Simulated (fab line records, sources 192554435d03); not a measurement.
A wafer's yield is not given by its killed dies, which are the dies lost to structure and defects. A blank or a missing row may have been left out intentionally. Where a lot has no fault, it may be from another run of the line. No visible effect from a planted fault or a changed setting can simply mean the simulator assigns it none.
Which tool did it? | flow n5_finfet | 24 lots with 72 wafers sampled at 6 steps, on a route of 1938 steps

## WHAT THE GAUGES SHOWED, per wafer
N5_FIN_SAQP_CD_MEAS_31: the cd target is 8 nm.
lot  | measured    | on        | cd_nm (nm)
L074 | day 2 01:23 | cd_sem-03 | 8.22 8.09 8.33
L075 | day 2 08:21 | cd_sem-03 | 7.99 8.32 8.06
L076 | day 2 14:06 | cd_sem-01 | 8.14 8.11 8.02
L077 | day 2 20:34 | cd_sem-03 | 8.08 8.00 8.16
L078 | day 3 05:17 | cd_sem-01 | 7.68 7.83 8.12
L079 | day 3 08:22 | cd_sem-02 | 8.20 8.05 8.29
L080 | day 3 13:54 | cd_sem-02 | 7.93 8.36 7.86
L081 | day 3 20:07 | cd_sem-02 | 8.04 8.35 8.14
L082 | day 4 01:44 | cd_sem-02 | 7.65 7.85 8.29
L083 | day 4 08:10 | cd_sem-02 | 8.61 7.97 8.03
L084 | day 4 13:37 | cd_sem-03 | 7.82 8.14 8.13
L085 | day 4 20:10 | cd_sem-03 | 7.76 8.23 8.15
L086 | day 5 01:03 | cd_sem-03 | 7.99 8.27 7.59
L087 | day 5 09:32 | cd_sem-01 | 8.12 8.35 8.46
L088 | day 5 14:56 | cd_sem-01 | 8.53 7.89 7.99
L089 | day 5 20:11 | cd_sem-02 | 8.09 7.96 8.19
L090 | day 6 03:07 | cd_sem-02 | 8.25 8.33 8.74
L091 | day 6 08:02 | cd_sem-03 | 7.95 8.60 8.19
L092 | day 6 12:48 | cd_sem-03 | 8.20 8.26 8.20
L093 | day 6 19:25 | cd_sem-01 | 8.48 8.30 7.97
L094 | day 7 01:56 | cd_sem-03 | 8.15 8.21 8.26
L095 | day 7 08:20 | cd_sem-03 | 7.97 8.17 8.01
L096 | day 7 13:10 | cd_sem-02 | 7.81 8.03 7.94
L097 | day 7 19:43 | cd_sem-03 | 8.06 8.19 8.24

## TOOL THAT RAN EACH LOT (tool first, then ch and the chambers of the sampled wafers, then the start)
lot  | N5_FIN_SAQP_ALD_61               | N5_FIN_SAQP_DENSIFY_62          | N5_FIN_SAQP_PECVD_47           | N5_FIN_SAQP_MANDREL1_REMOVE_56  | N5_FIN_SAQP_SPACER2_ETCHBACK_29
L074 | ald_sin-04 ch 0,1, day 1 20:07   | rtp_anneal-02 ch 0, day 1 20:21 | pecvd-03 ch 1,2, day 1 20:40   | rie_si-04 ch 0,3, day 1 23:37   | rie_diel-06 ch 0,1,3, day 2 01:12
L075 | ald_sin-04 ch 0,3, day 2 03:16   | rtp_anneal-01 ch 0, day 2 03:33 | pecvd-01 ch 0,1, day 2 03:52   | rie_si-01 ch 1,3, day 2 06:38   | rie_diel-05 ch 1,3, day 2 08:08
L076 | ald_sin-03 ch 0,3, day 2 08:23   | rtp_anneal-01 ch 0, day 2 08:46 | pecvd-03 ch 0,1, day 2 09:07   | rie_si-01 ch 0,1,2, day 2 12:10 | rie_diel-02 ch 1,3, day 2 13:54
L077 | ald_sin-01 ch 1,2,3, day 2 14:49 | rtp_anneal-01 ch 0, day 2 15:01 | pecvd-02 ch 0,1,2, day 2 15:21 | rie_si-04 ch 1,2,3, day 2 18:30 | rie_diel-02 ch 0,1,3, day 2 20:22
L078 | ald_sin-01 ch 2,3, day 2 21:40   | rtp_anneal-01 ch 0, day 2 21:59 | pecvd-01 ch 0,2, day 2 22:21   | rie_si-04 ch 0,2,3, day 3 03:02 | rie_diel-06 ch 2,3, day 3 05:05
L079 | ald_sin-01 ch 0,1, day 3 03:26   | rtp_anneal-02 ch 0, day 3 03:42 | pecvd-01 ch 1,2, day 3 03:59   | rie_si-01 ch 0,1,2, day 3 06:40 | rie_diel-06 ch 1,2, day 3 08:10
L080 | ald_sin-01 ch 0,2,3, day 3 08:43 | rtp_anneal-02 ch 0, day 3 08:58 | pecvd-01 ch 0,1,2, day 3 09:15 | rie_si-04 ch 1,3, day 3 11:57   | rie_diel-06 ch 0,1,3, day 3 13:42
L081 | ald_sin-03 ch 1,2, day 3 15:19   | rtp_anneal-02 ch 0, day 3 15:35 | pecvd-03 ch 0,1, day 3 15:52   | rie_si-01 ch 0,1,3, day 3 18:23 | rie_diel-06 ch 0,3, day 3 19:54
L082 | ald_sin-03 ch 0,3, day 3 20:40   | rtp_anneal-02 ch 0, day 3 20:55 | pecvd-03 ch 0, day 3 21:13     | rie_si-03 ch 1,2,3, day 4 00:04 | rie_diel-05 ch 0,2,3, day 4 01:33
L083 | ald_sin-01 ch 1,2, day 4 03:05   | rtp_anneal-01 ch 0, day 4 03:19 | pecvd-02 ch 1,2, day 4 03:38   | rie_si-04 ch 0,1,2, day 4 06:31 | rie_diel-06 ch 1,2, day 4 07:58
L084 | ald_sin-03 ch 0,2,3, day 4 08:19 | rtp_anneal-02 ch 0, day 4 08:31 | pecvd-01 ch 0,2, day 4 08:53   | rie_si-03 ch 0,2, day 4 11:52   | rie_diel-05 ch 0,2,3, day 4 13:25
L085 | ald_sin-01 ch 0,1,2, day 4 14:56 | rtp_anneal-01 ch 0, day 4 15:09 | pecvd-02 ch 0,1, day 4 15:41   | rie_si-04 ch 0,2,3, day 4 18:30 | rie_diel-06 ch 1,2,3, day 4 19:58
L086 | ald_sin-01 ch 0,1,2, day 4 19:56 | rtp_anneal-02 ch 0, day 4 20:11 | pecvd-03 ch 2, day 4 20:31     | rie_si-01 ch 1,2,3, day 4 23:22 | rie_diel-02 ch 1,2, day 5 00:51
L087 | ald_sin-03 ch 0,3, day 5 03:34   | rtp_anneal-02 ch 0, day 5 04:00 | pecvd-01 ch 1,2, day 5 04:20   | rie_si-01 ch 1,2, day 5 06:58   | rie_diel-06 ch 1,2, day 5 09:20
L088 | ald_sin-04 ch 1,2, day 5 09:49   | rtp_anneal-01 ch 0, day 5 10:06 | pecvd-03 ch 0,1,2, day 5 10:34 | rie_si-01 ch 0,2,3, day 5 13:14 | rie_diel-02 ch 2,3, day 5 14:44
L089 | ald_sin-01 ch 0,2, day 5 14:53   | rtp_anneal-02 ch 0, day 5 15:11 | pecvd-03 ch 0,1,2, day 5 15:31 | rie_si-01 ch 1,3, day 5 18:08   | rie_diel-05 ch 0,1,3, day 5 19:59
L090 | ald_sin-03 ch 0,1,2, day 5 21:13 | rtp_anneal-02 ch 0, day 5 21:27 | pecvd-03 ch 0,2, day 5 21:46   | rie_si-03 ch 1,3, day 6 00:18   | rie_diel-05 ch 0,1,3, day 6 02:55
L091 | ald_sin-01 ch 0,1,3, day 6 02:53 | rtp_anneal-01 ch 0, day 6 03:15 | pecvd-01 ch 1,2, day 6 03:34   | rie_si-04 ch 1,3, day 6 06:15   | rie_diel-05 ch 0,3, day 6 07:49
L092 | ald_sin-01 ch 0,2,3, day 6 07:57 | rtp_anneal-02 ch 0, day 6 08:15 | pecvd-02 ch 0,1,2, day 6 08:31 | rie_si-01 ch 0,3, day 6 11:08   | rie_diel-02 ch 2,3, day 6 12:36
L093 | ald_sin-04 ch 1,3, day 6 14:10   | rtp_anneal-01 ch 0, day 6 14:22 | pecvd-02 ch 0,1, day 6 14:42   | rie_si-01 ch 1,2, day 6 17:35   | rie_diel-05 ch 0,2, day 6 19:13
L094 | ald_sin-01 ch 0,1,3, day 6 20:28 | rtp_anneal-02 ch 0, day 6 20:40 | pecvd-03 ch 1,2, day 6 21:01   | rie_si-03 ch 0,1,2, day 7 00:17 | rie_diel-05 ch 0,2,3, day 7 01:45
L095 | ald_sin-01 ch 1,2,3, day 7 02:44 | rtp_anneal-01 ch 0, day 7 03:03 | pecvd-02 ch 0,1, day 7 03:26   | rie_si-04 ch 0,2,3, day 7 06:28 | rie_diel-06 ch 0,2,3, day 7 08:08
L096 | ald_sin-01 ch 0,1,2, day 7 08:10 | rtp_anneal-01 ch 0, day 7 08:26 | pecvd-03 ch 0,1, day 7 08:43   | rie_si-03 ch 1,2,3, day 7 11:21 | rie_diel-05 ch 1,2, day 7 12:58
L097 | ald_sin-01 ch 1,2, day 7 14:23   | rtp_anneal-01 ch 0, day 7 14:37 | pecvd-03 ch 0, day 7 14:55     | rie_si-03 ch 0,2, day 7 17:38   | rie_diel-06 ch 0,1,3, day 7 19:31
- N5_FIN_SAQP_ALD_61: deposits SiO2, target thk 4 nm, pulse time 1 s, purge time 2 s.
- N5_FIN_SAQP_DENSIFY_62: time 60 s.
- N5_FIN_SAQP_PECVD_47: deposits a-Si from SiH4/He, target thk 45 nm, time 36.3 s.
- N5_FIN_SAQP_MANDREL1_REMOVE_56: chemistry HBr/Cl2/O2, target a-Si, stops on SiNx, bt time 10 s.
- N5_FIN_SAQP_SPACER2_ETCHBACK_29: etches SiO2 in CHF3/O2, target depth 12.2 nm, time 6.1 s.

## WHAT THE TOOLS THEMSELVES READ (means of the sampled wafers that have a number; where no wafer has one, the mark that the record gives instead)
N5_FIN_SAQP_ALD_61.
lot  | tool       | heater_power_w (W) | precursor_pulse_height_rel
L074 | ald_sin-04 | 462                | 1.012
L075 | ald_sin-04 | 418                | 0.993
L076 | ald_sin-03 | 436                | 0.993
L077 | ald_sin-01 | 507                | 0.980
L078 | ald_sin-01 | 541                | 0.987
L079 | ald_sin-01 | 441                | 1.006
L080 | ald_sin-01 | 524                | 0.998
L081 | ald_sin-03 | 352                | 0.990
L082 | ald_sin-03 | 422                | 0.993
L083 | ald_sin-01 | 464                | 1.007
L084 | ald_sin-03 | 391                | 0.997
L085 | ald_sin-01 | 480                | 0.993
L086 | ald_sin-01 | 483                | 1.004
L087 | ald_sin-03 | 449                | 0.984
L088 | ald_sin-04 | 468                | 1.005
L089 | ald_sin-01 | 493                | 1.011
L090 | ald_sin-03 | 397                | 0.995
L091 | ald_sin-01 | 477                | 1.010
L092 | ald_sin-01 | 519                | 0.988
L093 | ald_sin-04 | 405                | 0.994
L094 | ald_sin-01 | 478                | 1.001
L095 | ald_sin-01 | 506                | 0.993
L096 | ald_sin-01 | 483                | 1.030
L097 | ald_sin-01 | 507                | 0.989

N5_FIN_SAQP_DENSIFY_62.
lot  | tool          | lamp_power_pct (%) | lamp_zone_1_pct (%) | wafer_temp_C_max
L074 | rtp_anneal-02 | 9.88               | 9.848               | 703.1
L075 | rtp_anneal-01 | 9.87               | 9.851               | 703.6
L076 | rtp_anneal-01 | 9.85               | 9.854               | 703.3
L077 | rtp_anneal-01 | 9.83               | 9.855               | 703.1
L078 | rtp_anneal-01 | 9.84               | 9.838               | 703.1
L079 | rtp_anneal-02 | 9.87               | 9.839               | 703.2
L080 | rtp_anneal-02 | 9.83               | 9.857               | 703.5
L081 | rtp_anneal-02 | 9.78               | 9.849               | 702.9
L082 | rtp_anneal-02 | 9.81               | 9.847               | 703.4
L083 | rtp_anneal-01 | 9.85               | 9.853               | 703.2
L084 | rtp_anneal-02 | 9.85               | 9.848               | 703.1
L085 | rtp_anneal-01 | 9.76               | 9.843               | 703.6
L086 | rtp_anneal-02 | 9.86               | 9.842               | 703.2
L087 | rtp_anneal-02 | 9.82               | 9.838               | 704.2
L088 | rtp_anneal-01 | 9.82               | 9.840               | 703.3
L089 | rtp_anneal-02 | 9.88               | 9.841               | 703.4
L090 | rtp_anneal-02 | 9.91               | 9.852               | 703.3
L091 | rtp_anneal-01 | 9.80               | 9.845               | 703.3
L092 | rtp_anneal-02 | 9.89               | 9.852               | 703.1
L093 | rtp_anneal-01 | 9.81               | 9.838               | 703.3
L094 | rtp_anneal-02 | 9.86               | 9.840               | 703.8
L095 | rtp_anneal-01 | 9.87               | 9.845               | 703.8
L096 | rtp_anneal-01 | 9.82               | 9.859               | 703.4
L097 | rtp_anneal-01 | 9.87               | 9.844               | 703.0

N5_FIN_SAQP_PECVD_47.
lot  | tool     | heater_power_w (W) | rf_fwd_power_W (W) | showerhead_plenum_p_Torr (Torr) | throttle_valve_pct (%)
L074 | pecvd-03 | 861                | 99.3               | 5.73                            | 18.7
L075 | pecvd-01 | 907                | 99.2               | 5.66                            | 18.0
L076 | pecvd-03 | 769                | 98.8               | 5.73                            | 18.2
L077 | pecvd-02 | 790                | 98.5               | 5.63                            | 17.6
L078 | pecvd-01 | 773                | 99.3               | 5.69                            | 18.4
L079 | pecvd-01 | 878                | 99.5               | 5.69                            | 19.3
L080 | pecvd-01 | 825                | 98.9               | 5.69                            | 18.6
L081 | pecvd-03 | 812                | 98.6               | 5.77                            | 17.7
L082 | pecvd-03 | 790                | 98.4               | 5.81                            | 17.5
L083 | pecvd-02 | 736                | 98.3               | 5.61                            | 17.4
L084 | pecvd-01 | 822                | 99.0               | 5.70                            | 19.2
L085 | pecvd-02 | 705                | 98.7               | 5.63                            | 17.8
L086 | pecvd-03 | 865                | 99.5               | 5.75                            | 17.3
L087 | pecvd-01 | 745                | 99.7               | 5.71                            | 19.5
L088 | pecvd-03 | 813                | 99.1               | 5.75                            | 17.9
L089 | pecvd-03 | 812                | 98.8               | 5.76                            | 17.8
L090 | pecvd-03 | 790                | 99.5               | 5.76                            | 17.3
L091 | pecvd-01 | 792                | 99.4               | 5.71                            | 19.4
L092 | pecvd-02 | 753                | 98.6               | 5.64                            | 17.7
L093 | pecvd-02 | 788                | 98.6               | 5.60                            | 17.8
L094 | pecvd-03 | 844                | 99.2               | 5.71                            | 18.4
L095 | pecvd-02 | 735                | 99.0               | 5.62                            | 17.7
L096 | pecvd-03 | 828                | 98.5               | 5.77                            | 17.8
L097 | pecvd-03 | 788                | 98.4               | 5.80                            | 17.3

N5_FIN_SAQP_MANDREL1_REMOVE_56.
lot  | tool      | drypump_motor_current_A (A) | oes_product_au (a.u.) | rf_fwd_power_W (W) | throttle_valve_pct (%)
L074 | rie_si-04 | 5.6                         | 1.007                 | 596.3              | 36.74
L075 | rie_si-01 | 6.1                         | 1.006                 | 595.6              | 36.67
L076 | rie_si-01 | 5.9                         | 1.014                 | 596.9              | 36.58
L077 | rie_si-04 | 5.0                         | 0.987                 | 596.4              | 36.70
L078 | rie_si-04 | 5.4                         | 0.989                 | 598.6              | 36.52
L079 | rie_si-01 | 5.9                         | 1.015                 | 597.4              | 36.56
L080 | rie_si-04 | 5.3                         | 1.005                 | 598.4              | 36.93
L081 | rie_si-01 | 6.1                         | 1.008                 | 597.2              | 36.56
L082 | rie_si-03 | 5.6                         | 0.982                 | 597.5              | 36.91
L083 | rie_si-04 | 5.2                         | 0.987                 | 596.9              | 36.57
L084 | rie_si-03 | 5.0                         | 1.010                 | 598.2              | 37.06
L085 | rie_si-04 | 5.4                         | 0.991                 | 595.5              | 36.51
L086 | rie_si-01 | 6.1                         | 1.003                 | 598.0              | 36.55
L087 | rie_si-01 | 5.9                         | 1.014                 | 596.9              | 36.68
L088 | rie_si-01 | 6.1                         | 1.007                 | 596.9              | 36.44
L089 | rie_si-01 | 6.4                         | 1.004                 | 596.1              | 36.55
L090 | rie_si-03 | 5.8                         | 0.990                 | 597.2              | 36.89
L091 | rie_si-04 | 5.0                         | 0.989                 | 598.2              | 36.99
L092 | rie_si-01 | 6.1                         | 1.005                 | 596.0              | 36.47
L093 | rie_si-01 | 5.9                         | 1.001                 | 599.5              | 36.67
L094 | rie_si-03 | 5.1                         | 0.997                 | 595.8              | 36.97
L095 | rie_si-04 | 5.4                         | 1.001                 | 596.2              | 36.52
L096 | rie_si-03 | 5.6                         | 0.984                 | 595.5              | 36.92
L097 | rie_si-03 | 5.0                         | 0.995                 | 597.5              | 37.06

N5_FIN_SAQP_SPACER2_ETCHBACK_29.
lot  | tool        | drypump_motor_current_A (A) | oes_f_703_au (a.u.) | oes_product_au (a.u.) | rf_fwd_power_W (W) | rf_vpp_V (V) | showerhead_plenum_p_Torr (Torr) | throttle_valve_pct (%)
L074 | rie_diel-06 | 5.6                         | 0.82                | 0.82                  | 644.8              | 527          | 2.48                            | 18.8
L075 | rie_diel-05 | 5.0                         | 0.72                | 0.71                  | 643.1              | 515          | 2.39                            | 18.7
L076 | rie_diel-02 | 5.9                         | 0.82                | 0.84                  | 642.1              | 526          | 2.46                            | 18.7
L077 | rie_diel-02 | 5.8                         | 0.84                | 0.85                  | 644.2              | 529          | 2.44                            | 18.7
L078 | rie_diel-06 | 6.5                         | 0.74                | 0.73                  | 645.7              | 521          | 2.43                            | 19.2
L079 | rie_diel-06 | 6.0                         | 0.74                | 0.72                  | 647.2              | 504          | 2.33                            | 19.3
L080 | rie_diel-06 | 5.5                         | 0.81                | 0.79                  | 646.0              | 525          | 2.47                            | 18.8
L081 | rie_diel-06 | 6.1                         | 0.80                | 0.80                  | 648.2              | 533          | 2.51                            | 18.8
L082 | rie_diel-05 | 5.4                         | 0.79                | 0.79                  | 645.8              | 522          | 2.41                            | 18.8
L083 | rie_diel-06 | 6.0                         | 0.74                | 0.72                  | 646.4              | 503          | 2.33                            | 19.3
L084 | rie_diel-05 | 5.4                         | 0.78                | 0.79                  | 647.4              | 523          | 2.40                            | 18.8
L085 | rie_diel-06 | 6.1                         | 0.73                | 0.71                  | 648.0              | 514          | 2.39                            | 19.1
L086 | rie_diel-02 | 5.8                         | 0.80                | 0.80                  | 647.6              | 546          | 2.50                            | 18.7
L087 | rie_diel-06 | 5.6                         | 0.72                | 0.68                  | 645.2              | 507          | 2.35                            | 19.0
L088 | rie_diel-02 | 5.6                         | 0.86                | 0.87                  | 646.7              | 528          | 2.47                            | 18.5
L089 | rie_diel-05 | 5.2                         | 0.73                | 0.74                  | 647.0              | 516          | 2.38                            | 18.7
L090 | rie_diel-05 | 5.1                         | 0.74                | 0.73                  | 646.7              | 515          | 2.38                            | 18.7
L091 | rie_diel-05 | 5.3                         | 0.77                | 0.77                  | 649.6              | 517          | 2.37                            | 18.7
L092 | rie_diel-02 | 5.6                         | 0.84                | 0.84                  | 645.7              | 529          | 2.47                            | 18.5
L093 | rie_diel-05 | 5.3                         | 0.81                | 0.81                  | 648.3              | 518          | 2.39                            | 18.7
L094 | rie_diel-05 | 5.4                         | 0.76                | 0.76                  | 646.9              | 522          | 2.40                            | 18.8
L095 | rie_diel-06 | 6.0                         | 0.78                | 0.77                  | 645.8              | 523          | 2.44                            | 19.0
L096 | rie_diel-05 | 5.1                         | 0.92                | 0.91                  | 643.4              | 516          | 2.39                            | 18.4
L097 | rie_diel-06 | 5.6                         | 0.77                | 0.75                  | 643.7              | 524          | 2.46                            | 18.8

## THE ANSWER, worked out from the rows above alone
Rule: the usual values come from the lots themselves. Put in order of their means at a reading, lots are off if they are a third of the lots or fewer, leave a main group of 4 or more, and stand apart from it by a gap of 3 or more times the standard deviation of the main group's means; of several such gaps the widest counts. A main group is skipped when, at the precision printed for the reading in the tables above, its means are all equal. Also off: a lot with no number at a reading for which 4 or more lots have one. Any other lot the step has rows for is counted as sound. The gauges are gone through in route order, then the tools' own readings, and for those a lot's mean is taken as printed above. At the first step where some lot is off, the reading lying furthest off is the one used; lots without a number count as furthest.
Across all readings shown, no lot is off: no conclusion can be drawn from this.

## WHAT HAD BEEN PUT IN BY THE SIMULATOR
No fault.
